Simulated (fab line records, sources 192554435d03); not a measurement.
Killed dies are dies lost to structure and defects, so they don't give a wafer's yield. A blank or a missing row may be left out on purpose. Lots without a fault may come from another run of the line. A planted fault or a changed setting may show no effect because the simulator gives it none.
fab line records | flow n5_finfet
record lots=7 wafers=21
route steps=1938 shown ZERO_LAYER@9 WELL_APT@21 FIN_SAQP@125 FIN_CUT@155
start_h: hours from the record's first day to the start of the lot's first wafer shown | wait_h: hours since the lot's step before | " the same as in the row above | L1.1+2: a row that stands for several wafers | - no value, or no start given | * or withheld: withheld | < > ~ a bound
route shown NAME@n: a module of which the file shows steps, and the number in the route of the first | usual: mean/standard deviation of fault-free wafers | same: alike in all rows | chamber/n: place in a boat | sites: the reading at each site | _std_site: their standard deviation | _edge_site: outer sites' mean less inner sites' | radius_mm: how far each site lies from the wafer's centre | mask NAME#n: copy n | behind: the tool/chamber that last shaped the wafer | hold: why the lot was held/for how many hours/how that ended | device: the transistor (n, p or np) that didn't switch | end of line: the same wafers' tests at the end of the route | a step without rows: its recipe alone | killed: dies lost to structure and defects at the first sort, not the wafer's yield | map: a wafer's dies, x killed, . not, _ none there
set.NAME: the setting as run; set.NAME@STEP: as run at that earlier step | model.NAME: the simulator's own value behind a step, which no gauge read
lots whose settings were changed on purpose; a table a step, a row a wafer
## steps
# step N5_ZERO_LAYER_EXPOSE_08
# recipe mask_id=ZERO na=0.55 source_shape=conventional sigma_outer=0.8 polarization=unpolarized defocus_nm=0 target_cd_nm=2000 dose_mj=16.2
# columns lot.wafer tool chamber start_h wait_h mask set.dose_mj
L074.2+3+4 krf_scanner-01 0 12.49 - ZERO#0 16.2
L076.1 krf_scanner-02 0 24.46 - ZERO#0 16.2
L076.3+6 " 0 " " ZERO#0 16.96
L082.1+4 krf_scanner-02 0 60.46 - ZERO#0 16.2
L082.5 " 0 " " ZERO#0 15.75
L086.2+5 krf_scanner-02 0 84.47 - ZERO#0 16.2
L086.6 " 0 " " ZERO#0 16.65
L094.2+4 krf_scanner-02 0 132.60 - ZERO#0 15.21
L094.3 " 0 " " ZERO#0 16.2
L095.2+4+5 krf_scanner-01 0 138.60 - ZERO#0 16.2
L097.1+3 krf_scanner-02 0 150.61 - ZERO#0 16.2
L097.6 " 0 " " ZERO#0 17.32
# step N5_ZERO_LAYER_PEB_09
# recipe peb_temp_c=withheld peb_time_s=*
# step N5_ZERO_LAYER_DEVELOP_10
# recipe develop_time_s=60 rinse_liquid=diw dry=air_spin dev_temp_c=21
# step N5_ZERO_LAYER_HARDBAKE_23
# recipe temp_c=130 time_s=120
# step N5_ZERO_LAYER_CD_MEAS_11
# recipe target_cd_nm=2000 landing_energy_ev=500 detector=se_inlens
# usual cd_nm=2000.2/1.6
# columns lot.wafer tool chamber start_h wait_h set.dose_mj@ZERO_LAYER_EXPOSE_08 cd_nm
L074.2 cd_sem-03 0 12.67 - 16.2 2001.6
L074.3 " 0 " " 16.2 2003.1
L074.4 " 0 " " 16.2 2000.6
L076.1 cd_sem-01 0 24.64 - 16.2 2001.4
L076.3 " 0 " " 16.96 2005.6
L076.6 " 0 " " 16.96 2008.2
L082.1 cd_sem-01 0 60.64 - 16.2 2003.3
L082.4 " 0 " " 16.2 2002.7
L082.5 " 0 " " 15.75 1997.4
L086.2 cd_sem-03 0 84.64 - 16.2 1999.0
L086.5 " 0 " " 16.2 2001.0
L086.6 " 0 " " 16.65 2006.6
L094.2 cd_sem-03 0 132.77 - 15.21 1987.2
L094.3 " 0 " " 16.2 1999.6
L094.4 " 0 " " 15.21 1988.3
L095.2 cd_sem-02 0 138.77 - 16.2 2001.4
L095.4 " 0 " " 16.2 2000.5
L095.5 " 0 " " 16.2 1998.6
L097.1 cd_sem-02 0 150.79 - 16.2 1998.8
L097.3 " 0 " " 16.2 1999.8
L097.6 " 0 " " 17.32 2012.8
# step N5_ZERO_LAYER_DESCUM_16
# recipe chemistry=O2 time_s=7.9 source_power_w=50 bias_power_w=20 pressure_mtorr=20 rf_frequency_hz=2.712e+07 temp_c=40 o2_flow_sccm=225
# columns lot.wafer tool chamber start_h wait_h set.dose_mj@ZERO_LAYER_EXPOSE_08 model.ZERO_LAYER.cd_nm
L074.2 rie_diel-05 1 12.70 0.0 16.2 2002
L074.3 " 2 " " 16.2 2003
L074.4 " 3 " " 16.2 2001
L076.1 rie_diel-05 0 24.68 0.0 16.2 2001
L076.3 " 2 " " 16.96 -
L076.6 " 0 " " 16.96 2008
L082.1 rie_diel-03 2 60.68 0.0 16.2 2004
L082.4 " 3 " " 16.2 2003
L082.5 " 2 " " 15.75 1998
L086.2 rie_diel-04 0 84.68 0.0 16.2 1999
L086.5 " 1 " " 16.2 -
L086.6 " 0 " " 16.65 2006
L094.2 rie_diel-04 1 132.81 0.0 15.21 1987
L094.3 " 3 " " 16.2 2000
L094.4 " 2 " " 15.21 1988
L095.2 rie_diel-04 0 139.34 0.6 16.2 2002
L095.4 " 2 " " 16.2 2000
L095.5 " 3 " " 16.2 -
L097.1 rie_diel-03 1 150.84 0.1 16.2 1999
L097.3 " 2 " " 16.2 2000
L097.6 " 3 " " 17.32 2013
# step N5_ZERO_LAYER_ETCH_17
# recipe chemistry=CF4 target=SiO2 target_depth_a=120 time_s=13.3 ion_energy_ev=350 pressure_mtorr=40 source_w=450 bias_w=215 Ar_flow_sccm=100 cf4_flow_sccm=100
# columns lot.wafer tool chamber start_h wait_h set.dose_mj@ZERO_LAYER_EXPOSE_08 model.ZERO_LAYER.cd_nm
L074.2 rie_diel-05 1 12.74 0.0 16.2 2002
L074.3 " 2 " " 16.2 2003
L074.4 " 3 " " 16.2 2001
L076.1 rie_diel-05 0 24.72 0.0 16.2 2001
L076.3 " 2 " " 16.96 2006
L076.6 " 0 " " 16.96 2008
L082.1 rie_diel-03 2 60.71 0.0 16.2 2004
L082.4 " 3 " " 16.2 2003
L082.5 " 2 " " 15.75 1998
L086.2 rie_diel-04 0 84.71 0.0 16.2 1999
L086.5 " 1 " " 16.2 2001
L086.6 " 0 " " 16.65 2006
L094.2 rie_diel-04 1 132.85 0.0 15.21 1987
L094.3 " 3 " " 16.2 2000
L094.4 " 2 " " 15.21 1988
L095.2 rie_diel-04 0 139.37 0.0 16.2 2002
L095.4 " 2 " " 16.2 2000
L095.5 " 3 " " 16.2 1999
L097.1 rie_diel-03 1 150.88 0.0 16.2 1999
L097.3 " 2 " " 16.2 2000
L097.6 " 3 " " 17.32 2013
# step N5_WELL_APT_COAT_02
# recipe spin_rpm=1357 resist_thk_nm=950
# columns lot.wafer tool chamber start_h wait_h set.spin_rpm model.coat_of_WELL_APT_COAT_02.thk_nm
L074.2 litho_track-05 0 - - 1427 923
L074.3 " 0 " " 1357 946.7
L074.4 " 0 " " 1427 923.6
L076.1 litho_track-04 0 - - 1357 948.5
L076.3 " 0 " " 1357 951.2
L076.6 " 0 " " 1508 899.9
L082.1 litho_track-05 0 - - 1357 951.8
L082.4 " 0 " " 1357 948.6
L082.5 " 0 " " 1357 953.6
L086.2 litho_track-01 0 - - 1286 975.2
L086.5 " 0 " " 1357 948.4
L086.6 " 0 " " 1357 949.8
L094.2 litho_track-01 0 - - 1357 949.7
L094.3 " 0 " " 1357 945.8
L094.4 " 0 " " 1357 949.6
L095.2 litho_track-04 0 - - 1357 950.1
L095.4 " 0 " " 1357 949.4
L095.5 " 0 " " 1357 951.4
L097.1 litho_track-01 0 - - 1357 950.5
L097.3 " 0 " " 1357 952.3
L097.6 " 0 " " 1357 950.3
# step N5_WELL_APT_EXPOSE_22
# recipe mask_id=PWELL na=0.8 source_shape=conventional sigma_outer=0.8 polarization=unpolarized defocus_nm=0 target_cd_nm=200 dose_mj=23.2
# columns lot.wafer tool chamber start_h wait_h mask set.dose_mj
L074.2+3+4 krf_scanner-02 0 15.11 - PWELL#0 23.2
L076.1+3+6 krf_scanner-01 0 26.54 - PWELL#0 23.2
L082.1+4+5 krf_scanner-01 0 63.16 - PWELL#0 23.81
L086.2 krf_scanner-01 0 86.70 - PWELL#0 24.58
L086.5+6 " 0 " " PWELL#0 23.2
L094.2+3 krf_scanner-02 0 135.64 - PWELL#0 24.79
L094.4 " 0 " " PWELL#0 23.2
L095.2+4+5 krf_scanner-01 0 141.29 - PWELL#0 23.2
L097.1+6 krf_scanner-02 0 152.82 - PWELL#0 23.2
L097.3 " 0 " " PWELL#0 24.55
# step N5_WELL_APT_PEB_23
# recipe peb_temp_c=130 peb_time_s=90
# columns lot.wafer tool chamber start_h wait_h set.peb_temp_c
L074.2+3+4 litho_track-01 0 15.17 0.0 130
L076.1+3+6 litho_track-04 0 26.59 0.1 130
L082.1+5 litho_track-04 0 63.22 0.1 130
L082.4 " 0 " " 133
L086.2+5+6 litho_track-04 0 86.75 0.0 130
L094.2 litho_track-01 0 135.70 0.0 128.4
L094.3+4 " 0 " " 130
L095.2+4+5 litho_track-01 0 141.35 0.0 130
L097.1+3+6 litho_track-05 0 152.88 0.1 130
# step N5_WELL_APT_DEVELOP_24
# recipe develop_time_s=45 rinse_liquid=surfactant_rinse dry=air_spin dev_temp_c=21
# step N5_WELL_APT_HARDBAKE_29
# recipe temp_c=130 time_s=120
# step N5_WELL_APT_CD_MEAS_25
# recipe target_cd_nm=200 landing_energy_ev=500 detector=se_inlens
# usual cd_nm=199.9/1.3
# columns lot.wafer tool chamber start_h wait_h set.dose_mj@WELL_APT_EXPOSE_22 set.peb_temp_c@WELL_APT_PEB_23 cd_nm
L074.2 cd_sem-01 0 15.28 - 23.2 130 200.0
L074.3 " 0 " " 23.2 130 198.9
L074.4 " 0 " " 23.2 130 201.5
L076.1 cd_sem-03 0 26.71 - 23.2 130 201.3
L076.3 " 0 " " 23.2 130 201.4
L076.6 " 0 " " 23.2 130 201.5
L082.1 cd_sem-02 0 63.33 - 23.81 130 206.1
L082.4 " 0 " " 23.81 133 220.6
L082.5 " 0 " " 23.81 130 204.6
L086.2 cd_sem-03 0 86.87 - 24.58 130 210.5
L086.5 " 0 " " 23.2 130 200.7
L086.6 " 0 " " 23.2 130 200.0
L094.2 cd_sem-02 0 135.81 - 24.79 128.4 204.8
L094.3 " 0 " " 24.79 130 212.7
L094.4 " 0 " " 23.2 130 200.8
L095.2 cd_sem-01 0 141.46 - 23.2 130 198.9
L095.4 " 0 " " 23.2 130 201.7
L095.5 " 0 " " 23.2 130 198.7
L097.1 cd_sem-01 0 152.99 - 23.2 130 198.0
L097.3 " 0 " " 24.55 130 209.5
L097.6 " 0 " " 23.2 130 196.3
# step N5_WELL_APT_DESCUM_30
# recipe chemistry=O2 time_s=7.9 source_power_w=50 bias_power_w=20 pressure_mtorr=20 rf_frequency_hz=2.712e+07 temp_c=40 o2_flow_sccm=225
# columns lot.wafer tool chamber start_h wait_h set.dose_mj@WELL_APT_EXPOSE_22 set.peb_temp_c@WELL_APT_PEB_23 model.WELL_APT.cd_nm
L074.2 rie_diel-02 2 15.37 0.0 23.2 130 200
L074.3 " 0 " " 23.2 130 199.3
L074.4 " 1 " " 23.2 130 201.6
L076.1 rie_diel-06 2 27.01 0.3 23.2 130 201.2
L076.3 " 3 " " 23.2 130 201.3
L076.6 " 3 " " 23.2 130 201.1
L082.1 rie_diel-01 2 63.46 0.1 23.81 130 206.3
L082.4 " 3 " " 23.81 133 220.3
L082.5 " 3 " " 23.81 130 205
L086.2 rie_diel-02 1 86.95 0.0 24.58 130 210.3
L086.5 " 2 " " 23.2 130 200.7
L086.6 " 1 " " 23.2 130 200.1
L094.2 rie_diel-02 0 135.90 0.0 24.79 128.4 204.7
L094.3 " 3 " " 24.79 130 212.8
L094.4 " 1 " " 23.2 130 200.5
L095.2 rie_diel-02 0 141.77 0.3 23.2 130 199.2
L095.4 " 3 " " 23.2 130 202.1
L095.5 " 0 " " 23.2 130 198.8
L097.1 rie_diel-01 0 153.08 0.0 23.2 130 197.8
L097.3 " 3 " " 24.55 130 210.1
L097.6 " 2 " " 23.2 130 196.5
# step N5_FIN_SAQP_SPACER1_ALD_24
# recipe material=SiO2 target_thk_a=203 temp_c=300 ald_precursor_family=BDEAS ald_co_reactant=O2-plasma pulse_time_s=1 purge_time_s=2 co_reactant_purge_time_s=2 ald_cycles=218 pressure_torr=2
# columns lot.wafer tool chamber start_h wait_h set.ald_cycles model.SiO2_of_FIN_SAQP_SPACER1_ALD_24.thk_nm
L074.2 ald_sin-01 3 24.11 0.3 218 20.2
L074.3 " 1 " " 218 20.4
L074.4 " 0 " " 209 19.4
L076.1 ald_sin-02 0 35.11 0.3 218 20.4
L076.3+6 " 3,2 " " 248 23.2
L082.1+4 ald_sin-01 0,2 70.81 0.3 208 19.2
L082.5 " 0 " " 218 20.2
L086.2+5+6 ald_sin-02 0,0,1 96.68 1.4 248 23
L094.2+4 ald_sin-01 1,0 144.42 0.3 218 20.4
L094.3 " 3 " " 218 20.2
L095.2+4+5 ald_sin-03 2,0,2 149.51 0.3 218 20.2
L097.1+3+6 ald_sin-01 2,0,3 160.91 0.3 218 20.4
# step N5_FIN_SAQP_SPACER1_ETCHBACK_25
# recipe chemistry=CHF3/O2 mode=anisotropic_etchback target=SiO2 target_depth_a=244 time_s=12.2 pressure_mtorr=30 source_w=650 bias_w=170 Ar_flow_sccm=200 CHF3_flow_sccm=50 O2_flow_sccm=5 ion_energy_ev=200
# step N5_FIN_SAQP_MANDREL1_REMOVE_56
# recipe chemistry=HBr/Cl2/O2 bt_time_s=10 target=a-Si stop_on=SiNx endpoint=OES-SiCl over_etch_frac=1 icp_w=600 bias_w=22 HBr_flow_sccm=150 Cl2_flow_sccm=80 O2_flow_sccm=5 pressure_mtorr=10
# columns lot.wafer tool chamber start_h wait_h set.ald_cycles@FIN_SAQP_SPACER1_ALD_24 model.FIN_SAQP.cd_nm
L074.2 rie_si-02 3 25.22 0.1 218 20.2
L074.3 " 2 " " 218 20.4
L074.4 " 1 " " 209 19.4
L076.1 rie_si-06 0 35.98 0.1 218 20.4
L076.3+6 " 2,0 " " 248 23.2
L082.1 rie_si-04 2 71.63 0.1 208 19.4
L082.4 " 3 " " 208 19.2
L082.5 " 2 " " 218 20.4
L086.2+6 rie_si-04 2,0 97.49 0.1 248 23.2
L086.5 " 1 " " 248 23
L094.2+3+4 rie_si-04 2,0,1 145.23 0.1 218 20.4
L095.2+4 rie_si-02 3,2 150.32 0.1 218 20.2
L095.5 " 3 " " 218 20.4
L097.1+3+6 rie_si-06 0,2,1 161.80 0.1 218 20.4
# step N5_FIN_SAQP_CD_MEAS_27
# recipe target_cd_nm=20 landing_energy_ev=1000 detector=se_inlens polarity=line
# usual cd_nm=20.30/0.24
# columns lot.wafer tool chamber start_h wait_h set.ald_cycles@FIN_SAQP_SPACER1_ALD_24 cd_nm
L074.2 cd_sem-02 0 25.33 0.1 218 20.46
L074.3 " 0 " " 218 20.54
L074.4 " 0 " " 209 19.39
L076.1 cd_sem-01 0 36.09 0.1 218 20.60
L076.3 " 0 " " 248 23.48
L076.6 " 0 " " 248 22.70
L082.1 cd_sem-03 0 71.74 0.1 208 19.51
L082.4 " 0 " " 208 19.20
L082.5 " 0 " " 218 20.41
L086.2 cd_sem-03 0 97.60 0.1 248 23.36
L086.5 " 0 " " 248 23.16
L086.6 " 0 " " 248 23.26
L094.2 cd_sem-03 0 145.35 0.1 218 20.43
L094.3 " 0 " " 218 20.36
L094.4 " 0 " " 218 20.50
L095.2 cd_sem-01 0 150.43 0.1 218 19.72
L095.4 " 0 " " 218 20.12
L095.5 " 0 " " 218 20.65
L097.1 cd_sem-02 0 161.91 0.1 218 20.24
L097.3 " 0 " " 218 20.10
L097.6 " 0 " " 218 20.16
# step N5_FIN_CUT_COAT_19
# recipe resist=SiARC temp_c=220 time_s=60 spin_rpm=1500 resist_thk_nm=20
# columns lot.wafer tool chamber start_h wait_h set.spin_rpm model.SiARC_of_FIN_CUT_COAT_19.thk_nm
L074.2+3+4 litho_track-02 0 - - 1500 20
L076.1+6 litho_track-02 0 - - 1500 20
L076.3 " 0 " " 1416 20.6
L082.1+5 litho_track-05 0 - - 1500 20
L082.4 " 0 " " 1450 20.4
L086.2 litho_track-04 0 - - 1500 19.8
L086.5 " 0 " " 1589 19.2
L086.6 " 0 " " 1589 19.4
L094.2+4 litho_track-02 0 - - 1443 20.4
L094.3 " 0 " " 1500 20
L095.2+4+5 litho_track-04 0 - - 1500 20
L097.1+3 litho_track-02 0 - - 1430 20.6
L097.6 " 0 " " 1500 20
## key
split step=N5_ZERO_LAYER_EXPOSE_08 setting=dose_mj stated=16.2 by=wafer
response step=N5_ZERO_LAYER_CD_MEAS_11 reading=cd_nm change=+1.84 per=1% r=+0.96
response step=N5_ZERO_LAYER_DESCUM_16 reading=model.ZERO_LAYER.cd_nm change=+1.91 per=1% r=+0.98
response step=N5_ZERO_LAYER_ETCH_17 reading=model.ZERO_LAYER.cd_nm change=+1.84 per=1% r=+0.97
split step=N5_WELL_APT_COAT_02 setting=spin_rpm stated=1357 by=wafer
response step=N5_WELL_APT_COAT_02 reading=model.coat_of_WELL_APT_COAT_02.thk_nm change=-4.58 per=1% r=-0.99
split step=N5_WELL_APT_EXPOSE_22 setting=dose_mj stated=23.2 by=wafer
response step=N5_WELL_APT_CD_MEAS_25 reading=cd_nm slope=+1.85 per=1% together_with=peb_temp_c@WELL_APT_PEB_23 explained=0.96
response step=N5_WELL_APT_DESCUM_30 reading=model.WELL_APT.cd_nm slope=+1.87 per=1% together_with=peb_temp_c@WELL_APT_PEB_23 explained=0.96
split step=N5_WELL_APT_PEB_23 setting=peb_temp_c stated=130 by=wafer
response step=N5_WELL_APT_CD_MEAS_25 reading=cd_nm slope=+6.65 per=1% together_with=dose_mj@WELL_APT_EXPOSE_22 explained=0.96
response step=N5_WELL_APT_DESCUM_30 reading=model.WELL_APT.cd_nm slope=+6.45 per=1% together_with=dose_mj@WELL_APT_EXPOSE_22 explained=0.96
split step=N5_FIN_SAQP_SPACER1_ALD_24 setting=ald_cycles stated=218 by=wafer
response step=N5_FIN_SAQP_SPACER1_ALD_24 reading=model.SiO2_of_FIN_SAQP_SPACER1_ALD_24.thk_nm change=+0.206 per=1% r=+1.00
response step=N5_FIN_SAQP_MANDREL1_REMOVE_56 reading=model.FIN_SAQP.cd_nm change=+0.208 per=1% r=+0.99
response step=N5_FIN_SAQP_CD_MEAS_27 reading=cd_nm change=+0.192 per=1% r=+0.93
split step=N5_FIN_CUT_COAT_19 setting=spin_rpm stated=1500 by=wafer
response step=N5_FIN_CUT_COAT_19 reading=model.SiARC_of_FIN_CUT_COAT_19.thk_nm change=-0.105 per=1% r=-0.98
